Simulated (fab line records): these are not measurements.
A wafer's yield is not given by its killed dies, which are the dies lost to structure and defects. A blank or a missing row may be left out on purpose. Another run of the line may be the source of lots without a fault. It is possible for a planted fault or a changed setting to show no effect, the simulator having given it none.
Which tool is to blame?	flow nand-harc	Sampling: 24 lots, 72 wafers, 5 of 1302 route steps

WHAT EACH GAUGE READ, for each wafer
NHARC_P_M1_OVL_MEAS_10: pitch 260 nm.
lot	measured	on	overlay-x-nm (nm)	overlay-y-nm (nm)
L074	day 6 04:47	overlay-02	-0.9 0.0 -0.4	-1.2 -1.0 -1.4
L075	day 6 17:54	overlay-02	1.0 1.3 1.3	1.4 0.5 1.5
L076	day 6 23:01	overlay-02	0.4 0.3 0.9	0.8 0.5 0.7
L077	day 7 11:01	overlay-01	-0.2 0.1 0.3	-0.3 0.2 -0.7
L078	day 7 22:16	overlay-01	-0.3 -0.1 -0.2	0.4 0.7 0.3
L079	day 8 05:46	overlay-01	0.2 -0.2 0.4	0.4 1.1 0.7
L080	day 8 19:10	overlay-01	-1.0 -1.0 -0.8	-0.1 0.2 0.0
L081	day 9 09:00	overlay-02	0.0 0.2 -0.2	0.9 0.8 0.4
L082	day 9 14:59	overlay-02	-0.3 0.4 -0.5	0.0 -0.4 -0.2
L083	day 10 05:28	overlay-01	1.5 1.5 2.1	0.0 0.0 0.3
L084	day 10 16:32	overlay-02	-0.1 -0.1 0.2	-0.1 0.1 -0.2
L085	day 11 07:38	overlay-01	2.2 1.8 1.4	-0.5 0.3 -0.5
L086	day 11 08:23	overlay-02	-0.4 0.5 0.3	0.6 0.4 0.7
L089	day 12 06:36	overlay-02	-0.2 0.4 0.6	0.0 0.1 0.5
L087	day 12 07:29	overlay-02	-0.7 0.1 -0.3	0.8 1.0 0.3
L088	day 12 09:25	overlay-01	0.1 0.0 -0.3	-0.7 -0.4 -0.3
L090	day 13 02:32	overlay-01	0.4 1.4 0.3	0.3 1.3 0.8
L091	day 13 10:53	overlay-02	0.3 0.1 0.1	-1.1 -1.7 -1.9
L092	day 13 21:11	overlay-02	-1.0 -1.1 -2.0	-0.6 -1.1 -0.2
L093	day 14 06:23	overlay-02	-0.1 0.0 0.8	0.8 0.6 1.1
L094	day 14 16:50	overlay-01	1.6 2.5 1.5	-0.9 -0.5 -0.1
L095	day 15 06:31	overlay-01	0.5 0.6 0.2	0.5 0.3 0.1
L096	day 15 15:21	overlay-01	0.3 0.8 0.4	-0.8 -0.4 -0.9
L097	day 15 18:34	overlay-01	0.4 0.7 0.7	1.5 1.7 1.6

NHARC_P_M2_OVL_MEAS_10: pitch 340 nm.
lot	measured	on	overlay-x-nm (nm)	overlay-y-nm (nm)
L074	day 6 08:58	overlay-01	-1.0 -0.5 -1.1	-0.6 -0.7 -0.3
L075	day 6 22:01	overlay-01	-1.0 -0.9 -1.1	0.1 -0.2 -0.4
L076	day 7 03:10	overlay-01	0.0 -0.4 -0.1	0.3 0.9 0.9
L077	day 7 15:11	overlay-02	-0.2 -0.6 -0.7	1.3 1.1 1.2
L078	day 8 02:44	overlay-02	-0.6 -0.4 -0.5	1.0 0.8 0.5
L079	day 8 10:21	overlay-01	-0.3 -0.2 -0.4	-0.2 -0.7 -0.6
L080	day 8 23:19	overlay-02	-0.1 0.0 -0.4	1.9 0.9 1.5
L081	day 9 13:22	overlay-02	0.6 1.0 0.9	-0.4 -0.1 -0.3
L082	day 9 19:23	overlay-01	-0.7 -0.5 0.0	0.8 0.9 1.6
L083	day 10 09:43	overlay-01	1.3 1.8 0.7	-0.6 -0.7 -0.9
L084	day 10 20:41	overlay-02	0.5 0.3 0.3	0.1 0.0 -0.2
L085	day 11 11:48	overlay-02	0.6 0.3 0.5	-0.4 0.2 0.0
L086	day 11 12:56	overlay-02	1.4 2.1 1.6	-0.1 -0.1 0.2
L089	day 12 10:53	overlay-01	0.7 0.9 0.4	-1.1 -0.4 -0.3
L087	day 12 11:38	overlay-01	-0.3 -0.2 -0.3	0.7 0.1 0.9
L088	day 12 13:34	overlay-02	0.6 0.6 0.4	-0.9 -0.5 -0.3
L090	day 13 06:40	overlay-01	1.1 1.0 0.7	-0.6 -0.3 -0.1
L091	day 13 15:20	overlay-01	-0.2 0.4 0.3	0.2 0.2 0.0
L092	day 14 01:37	overlay-02	-0.9 -0.7 -1.4	0.9 1.3 0.6
L093	day 14 10:25	overlay-01	-0.2 -1.2 -1.1	0.5 0.4 0.9
L094	day 14 21:00	overlay-02	-0.1 0.0 0.1	0.7 0.0 0.7
L095	day 15 10:45	overlay-02	0.3 0.4 0.8	-0.2 -0.2 -0.4
L096	day 15 19:41	overlay-02	-1.5 -1.4 -1.3	-0.9 -0.8 -0.9
L097	day 15 22:37	overlay-01	0.8 1.1 1.0	2.2 2.8 2.4

NHARC_P_BONDPAD_CD_MEAS_13.
lot	measured	on	cd-nm (nm)
L074	day 6 14:08	cd-sem-02	497.4 498.8 496.8
L075	day 7 02:51	cd-sem-03	495.4 493.9 497.2
L076	day 7 08:07	cd-sem-03	501.2 500.9 502.0
L077	day 7 20:10	cd-sem-03	498.0 498.7 496.2
L078	day 8 07:46	cd-sem-01	499.0 500.4 498.4
L079	day 8 15:12	cd-sem-03	499.4 498.1 494.4
L080	day 9 04:19	cd-sem-03	499.2 497.9 498.5
L081	day 9 18:16	cd-sem-02	498.2 499.5 499.0
L082	day 10 00:14	cd-sem-02	499.1 494.4 500.5
L083	day 10 14:45	cd-sem-02	499.1 501.1 500.0
L084	day 11 02:17	cd-sem-01	497.5 497.9 497.7
L085	day 11 17:05	cd-sem-03	496.1 500.4 500.1
L086	day 11 17:55	cd-sem-02	499.3 498.9 499.2
L089	day 12 15:50	cd-sem-03	498.8 496.1 499.4
L087	day 12 16:38	cd-sem-01	497.5 495.3 493.5
L088	day 12 18:23	cd-sem-02	499.5 497.9 498.6
L090	day 13 11:46	cd-sem-02	502.5 501.5 500.4
L091	day 13 20:21	cd-sem-01	497.9 498.5 499.3
L092	day 14 06:28	cd-sem-01	494.4 500.3 496.0
L093	day 14 15:27	cd-sem-03	498.1 497.8 498.5
L094	day 15 01:52	cd-sem-03	497.3 497.0 496.5
L095	day 15 15:54	cd-sem-03	501.7 499.1 497.9
L096	day 16 00:53	cd-sem-03	500.3 498.0 498.5
L097	day 16 03:53	cd-sem-02	499.1 498.0 496.7

WHAT TOOL EACH LOT RAN ON (gives the tool, then ch and the chambers of the sampled wafers, and finally the start)
lot	NHARC_P_M0_DEP_32	NHARC_P_M2_PVD_20
L074	pecvd-04 ch 0,1, day 6 03:30	pvd-sputter-03, day 6 14:08 or earlier
L075	pecvd-03 ch 0,1,2, day 6 16:41	pvd-sputter-02, day 7 02:51 or earlier
L076	pecvd-04 ch 1,2, day 6 21:53	pvd-sputter-03, day 7 08:07 or earlier
L077	pecvd-04 ch 0,1,2, day 7 09:41	pvd-sputter-03, day 7 20:10 or earlier
L078	pecvd-03 ch 0,1,2, day 7 21:04	pvd-sputter-02, day 8 07:46 or earlier
L079	pecvd-03 ch 0,1, day 8 04:26	pvd-sputter-01, day 8 15:12 or earlier
L080	pecvd-04 ch 0,1,2, day 8 17:56	pvd-sputter-01, day 9 04:19 or earlier
L081	pecvd-03 ch 1,2, day 9 07:38	pvd-sputter-01, day 9 18:16 or earlier
L082	pecvd-04 ch 1,2, day 9 13:37	pvd-sputter-02, day 10 00:14 or earlier
L083	pecvd-01 ch 0,1, day 10 04:08	pvd-sputter-03, day 10 14:45 or earlier
L084	pecvd-03 ch 0,1,2, day 10 15:13	pvd-sputter-01, day 11 02:17 or earlier
L085	pecvd-03 ch 1,2, day 11 06:23	pvd-sputter-01, day 11 17:05 or earlier
L086	pecvd-03 ch 0,2, day 11 07:06	pvd-sputter-03, day 11 17:55 or earlier
L089	pecvd-03 ch 0,2, day 12 05:04	pvd-sputter-03, day 12 15:50 or earlier
L087	pecvd-01 ch 0,1,2, day 12 06:09	pvd-sputter-02, day 12 16:38 or earlier
L088	pecvd-03 ch 1,2, day 12 08:10	pvd-sputter-03, day 12 18:23 or earlier
L090	pecvd-01 ch 0,1, day 13 01:10	pvd-sputter-01, day 13 11:46 or earlier
L091	pecvd-01 ch 0,1,2, day 13 09:34	pvd-sputter-02, day 13 20:21 or earlier
L092	pecvd-04 ch 0,1,2, day 13 19:52	pvd-sputter-02, day 14 06:28 or earlier
L093	pecvd-03 ch 1,2, day 14 05:17	pvd-sputter-03, day 14 15:27 or earlier
L094	pecvd-03 ch 0,1, day 14 15:40	pvd-sputter-03, day 15 01:52 or earlier
L095	pecvd-01 ch 0,2, day 15 05:17	pvd-sputter-03, day 15 15:54 or earlier
L096	pecvd-03 ch 0,1, day 15 14:02	pvd-sputter-01, day 16 00:53 or earlier
L097	pecvd-01 ch 0,1,2, day 15 17:22	pvd-sputter-02, day 16 03:53 or earlier
- NHARC_P_M0_DEP_32: deposits SiCN, target thk 30 nm.
- NHARC_P_M2_PVD_20: deposits TaN, target thk 5 nm, time 8.06 s.

AS READ BY THE TOOLS THEMSELVES (means over the sampled wafers that have a number; for cases with no such wafer, the mark the record gives instead)
NHARC_P_M0_DEP_32.
lot	tool	heater-power-w (W)
L074	pecvd-04	587
L075	pecvd-03	595
L076	pecvd-04	683
L077	pecvd-04	608
L078	pecvd-03	581
L079	pecvd-03	602
L080	pecvd-04	615
L081	pecvd-03	546
L082	pecvd-04	596
L083	pecvd-01	515
L084	pecvd-03	570
L085	pecvd-03	564
L086	pecvd-03	544
L089	pecvd-03	576
L087	pecvd-01	559
L088	pecvd-03	554
L090	pecvd-01	490
L091	pecvd-01	559
L092	pecvd-04	561
L093	pecvd-03	584
L094	pecvd-03	577
L095	pecvd-01	515
L096	pecvd-03	572
L097	pecvd-01	549

NHARC_P_M2_PVD_20.
lot	tool	throttle-valve-pct (%)
L074	pvd-sputter-03	28.8
L075	pvd-sputter-02	29.1
L076	pvd-sputter-03	28.9
L077	pvd-sputter-03	29.7
L078	pvd-sputter-02	29.1
L079	pvd-sputter-01	30.1
L080	pvd-sputter-01	31.3
L081	pvd-sputter-01	31.8
L082	pvd-sputter-02	29.1
L083	pvd-sputter-03	30.1
L084	pvd-sputter-01	30.7
L085	pvd-sputter-01	30.3
L086	pvd-sputter-03	29.5
L089	pvd-sputter-03	29.7
L087	pvd-sputter-02	29.1
L088	pvd-sputter-03	30.3
L090	pvd-sputter-01	31.9
L091	pvd-sputter-02	28.6
L092	pvd-sputter-02	28.9
L093	pvd-sputter-03	30.1
L094	pvd-sputter-03	29.7
L095	pvd-sputter-03	30.3
L096	pvd-sputter-01	31.6
L097	pvd-sputter-02	28.8

THE ANSWER, worked out from the rows above alone
Rule: the lots themselves supply what counts as usual. The widest of any qualifying gaps counts: lots, ordered by their means at a reading, are off when they make up no more than a third of the lots, leave a main group of 4 or more, and stand apart from it by 3 or more times the standard deviation of that group's means. If all means in a main group match to the digits the tables above print for the reading, that group is not used. Also off: a lot with no number at a reading for which 4 or more lots have one. The other lots that the step has rows for count as sound. Order of review: gauges by route order, followed by the tools' own readings, for which a lot's mean as printed above is used. At the first step where some lot is off, the reading lying furthest off is the one used; lots without a number count as furthest.
No lot is off at any reading shown: from this, nothing can be told.

WHAT THE SIMULATOR HAD INSERTED
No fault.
